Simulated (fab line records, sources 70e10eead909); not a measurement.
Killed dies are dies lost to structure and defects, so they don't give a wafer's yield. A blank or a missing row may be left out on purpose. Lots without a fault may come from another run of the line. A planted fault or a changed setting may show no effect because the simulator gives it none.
Which tool did it? | flow nand_harc | 15 lots, 45 wafers sampled, at 4 steps of a route of 1302

WHAT THE GAUGES READ, wafer by wafer
NHARC_P_CONTACT_INSPECT_27.
lot  | measured     | on                | raw_defect_count
L788 | day 5 22:44  | defect_inspect-02 | 483 449 333
L789 | day 6 08:53  | defect_inspect-02 | 443 361 383
L792 | day 7 20:26  | defect_inspect-02 | 324 331 188
L797 | day 9 20:58  | defect_inspect-02 | 2383 2419 2371
L798 | day 10 01:16 | defect_inspect-01 | 2451 2324 2324
L799 | day 10 12:37 | defect_inspect-01 | 2384 2291 2277
L802 | day 12 00:13 | defect_inspect-02 | 510 367 170
L801 | day 12 00:37 | defect_inspect-01 | 233 160 226
L803 | day 12 07:56 | defect_inspect-02 | 218 364 349
L804 | day 12 19:13 | defect_inspect-02 | 267 297 188
L805 | day 13 10:25 | defect_inspect-01 | 135 204 204
L807 | day 13 22:53 | defect_inspect-01 | 243 365 162
L809 | day 14 15:41 | defect_inspect-02 | 440 310 347
L810 | day 15 10:54 | defect_inspect-02 | 147 259 192
L811 | day 15 17:20 | defect_inspect-02 | 322 220 269

WHICH TOOL RAN EACH LOT (tool, then ch and the chambers of the sampled wafers, then the start)
lot  | NHARC_P_GATE_RTA_64              | NHARC_P_CONTACT_ETCH_35            | NHARC_P_CONTACT_CMP_24
L788 | rtp_anneal-01 ch 0, day 5 16:37  | rie_diel-01 ch 2,3, day 5 19:44    | cmp-01 ch 0,3, day 5 22:21
L789 | rtp_anneal-02 ch 0, day 6 02:52  | rie_diel-01 ch 0,2, day 6 05:53    | cmp-03 ch 0,2, day 6 08:30
L792 | rtp_anneal-01 ch 0, day 7 14:17  | rie_diel-05 ch 1,2,3, day 7 17:26  | cmp-01 ch 1,3, day 7 20:02
L797 | rtp_anneal-02 ch 0, day 9 14:41  | rie_diel-05 ch 1,2,3, day 9 17:57  | cmp-03 ch 1,2,3, day 9 20:37
L798 | rtp_anneal-01 ch 0, day 9 19:17  | rie_diel-01 ch 1,2,3, day 9 22:16  | cmp-01 ch 0,2, day 10 00:52
L799 | rtp_anneal-02 ch 0, day 10 06:31 | rie_diel-04 ch 1,2,3, day 10 09:38 | cmp-02 ch 0,2, day 10 12:14
L802 | rtp_anneal-01 ch 0, day 11 17:35 | rie_diel-01 ch 0,3, day 11 20:49   | cmp-01 ch 0,1,3, day 11 23:53
L801 | rtp_anneal-02 ch 0, day 11 18:29 | rie_diel-04 ch 0,1,3, day 11 21:37 | cmp-02 ch 0,1,3, day 12 00:12
L803 | rtp_anneal-01 ch 0, day 12 01:50 | rie_diel-01 ch 1,2, day 12 04:49   | cmp-01 ch 1,2, day 12 07:32
L804 | rtp_anneal-01 ch 0, day 12 13:11 | rie_diel-01 ch 0,1,2, day 12 16:13 | cmp-03 ch 0,2,3, day 12 18:49
L805 | rtp_anneal-01 ch 0, day 13 04:13 | rie_diel-04 ch 1,2,3, day 13 07:24 | cmp-02 ch 0,2, day 13 10:01
L807 | rtp_anneal-01 ch 0, day 13 16:41 | rie_diel-05 ch 1,2,3, day 13 19:53 | cmp-02 ch 1,2,3, day 13 22:29
L809 | rtp_anneal-02 ch 0, day 14 09:40 | rie_diel-01 ch 1,3, day 14 12:42   | cmp-02 ch 0,1,3, day 14 15:19
L810 | rtp_anneal-01 ch 0, day 15 04:48 | rie_diel-05 ch 2,3, day 15 07:54   | cmp-03 ch 0,2,3, day 15 10:29
L811 | rtp_anneal-01 ch 0, day 15 10:55 | rie_diel-05 ch 0,1,2, day 15 14:21 | cmp-01 ch 0,1,3, day 15 16:58
- NHARC_P_GATE_RTA_64: time 1 s.
- NHARC_P_CONTACT_ETCH_35: etches the open film in CF4, target depth 39 nm, time 65 s.
- NHARC_P_CONTACT_CMP_24: polishes, t overpolish 30 s, target thk 200 nm.

WHAT THE TOOLS THEMSELVES READ (means of the sampled wafers that have a number; where no wafer has one, the mark that the record gives instead)
NHARC_P_GATE_RTA_64.
lot  | tool          | lamp_power_pct (%) | wafer_temp_C_max
L788 | rtp_anneal-01 | 35.06              | 1052.5
L789 | rtp_anneal-02 | 34.47              | 1055.8
L792 | rtp_anneal-01 | 35.05              | 1053.8
L797 | rtp_anneal-02 | 34.47              | 1057.3
L798 | rtp_anneal-01 | 34.98              | 1053.0
L799 | rtp_anneal-02 | 34.47              | 1056.4
L802 | rtp_anneal-01 | 35.01              | 1053.4
L801 | rtp_anneal-02 | 34.42              | 1056.8
L803 | rtp_anneal-01 | 35.01              | 1053.3
L804 | rtp_anneal-01 | 35.00              | 1053.2
L805 | rtp_anneal-01 | 35.02              | 1053.6
L807 | rtp_anneal-01 | 35.04              | 1052.3
L809 | rtp_anneal-02 | 34.51              | 1055.8
L810 | rtp_anneal-01 | 34.96              | 1053.7
L811 | rtp_anneal-01 | 34.99              | 1053.2

NHARC_P_CONTACT_ETCH_35.
lot  | tool        | drypump_motor_current_A (A) | oes_product_au (a.u.) | rf_vpp_V (V) | showerhead_plenum_p_Torr (Torr) | throttle_valve_pct (%)
L788 | rie_diel-01 | 5.86                        | 0.996                 | 151.3        | 1.80                            | 13.275
L789 | rie_diel-01 | 6.05                        | 0.994                 | 152.3        | 1.83                            | 13.283
L792 | rie_diel-05 | 5.96                        | 0.997                 | 151.0        | 1.79                            | 13.293
L797 | rie_diel-05 | 5.94                        | 1.004                 | 152.2        | 1.78                            | 13.273
L798 | rie_diel-01 | 5.71                        | 0.987                 | 151.1        | 1.80                            | 13.274
L799 | rie_diel-04 | 5.86                        | 1.006                 | 152.1        | 1.78                            | 13.286
L802 | rie_diel-01 | 5.62                        | 1.000                 | 150.8        | 1.82                            | 13.289
L801 | rie_diel-04 | 5.90                        | 1.004                 | 151.6        | 1.76                            | 13.285
L803 | rie_diel-01 | 5.75                        | 0.996                 | 152.3        | 1.81                            | 13.283
L804 | rie_diel-01 | 5.91                        | 0.999                 | 152.2        | 1.82                            | 13.289
L805 | rie_diel-04 | 5.87                        | 1.012                 | 151.1        | 1.78                            | 13.278
L807 | rie_diel-05 | 5.94                        | 1.003                 | 152.4        | 1.78                            | 13.279
L809 | rie_diel-01 | 5.49                        | 0.997                 | 152.9        | 1.80                            | 13.284
L810 | rie_diel-05 | 5.80                        | 0.992                 | 150.9        | 1.78                            | 13.274
L811 | rie_diel-05 | 6.16                        | 0.999                 | 150.9        | 1.75                            | 13.280

NHARC_P_CONTACT_CMP_24.
lot  | tool   | edge_zone_pressure_frac | motor_current_A (A) | overpolish_run_s (s) | time_to_endpoint_s (s)
L788 | cmp-01 | 0.998                   | 12.6                | 29.998               | 40.0
L789 | cmp-03 | 1.000                   | 12.6                | 30.001               | 41.1
L792 | cmp-01 | 1.002                   | 11.1                | 30.006               | 43.1
L797 | cmp-03 | -                       | -                   | -                    | -
L798 | cmp-01 | -                       | -                   | -                    | -
L799 | cmp-02 | -                       | -                   | -                    | -
L802 | cmp-01 | 1.004                   | 11.9                | 30.008               | 40.0
L801 | cmp-02 | 1.002                   | 12.7                | 29.996               | 37.4
L803 | cmp-01 | 1.002                   | 11.4                | 29.991               | 39.6
L804 | cmp-03 | 0.999                   | 12.1                | 30.001               | 40.0
L805 | cmp-02 | 0.998                   | 12.3                | 30.002               | 41.3
L807 | cmp-02 | 1.004                   | 11.9                | 29.998               | 38.1
L809 | cmp-02 | 1.002                   | 12.2                | 30.001               | 37.2
L810 | cmp-03 | 1.004                   | 12.3                | 30.004               | 42.4
L811 | cmp-01 | 1.000                   | 11.8                | 29.998               | 39.0

THE ANSWER, worked out from the rows above alone
Rule: what is usual is taken from the lots themselves. Put in order of their means at a reading, lots are off if they are a third of the lots or fewer, leave a main group of 4 or more, and stand apart from it by a gap of 3 or more times the standard deviation of the main group's means; of several such gaps the widest counts. A main group whose means are all the same, to the digits that the tables above print for the reading, isn't used. A lot without any number at a reading at which 4 lots or more have one is off too. The other lots that the step has rows for count as sound. The gauges are gone through in route order, then the tools' own readings, and for those a lot's mean is taken as printed above. The first step at which some lot is off is used, and at that step the reading that is off furthest; a lot without a number counts as furthest.
Off: L797, L798, L799, at NHARC_P_CONTACT_INSPECT_27 (raw_defect_count). The main group: mean 291, standard deviation 75.
A tool fits if, at a process step before that reading, it ran every lot that is off, and no sound lot after the first of them. The gauges at NHARC_P_CONTACT_INSPECT_27 aren't tried: what is off there is off at NHARC_P_CONTACT_CMP_24 too, on other tools, and a gauge's error can't cause that. None of those tried fits.

WHAT THE SIMULATOR HAD PUT IN
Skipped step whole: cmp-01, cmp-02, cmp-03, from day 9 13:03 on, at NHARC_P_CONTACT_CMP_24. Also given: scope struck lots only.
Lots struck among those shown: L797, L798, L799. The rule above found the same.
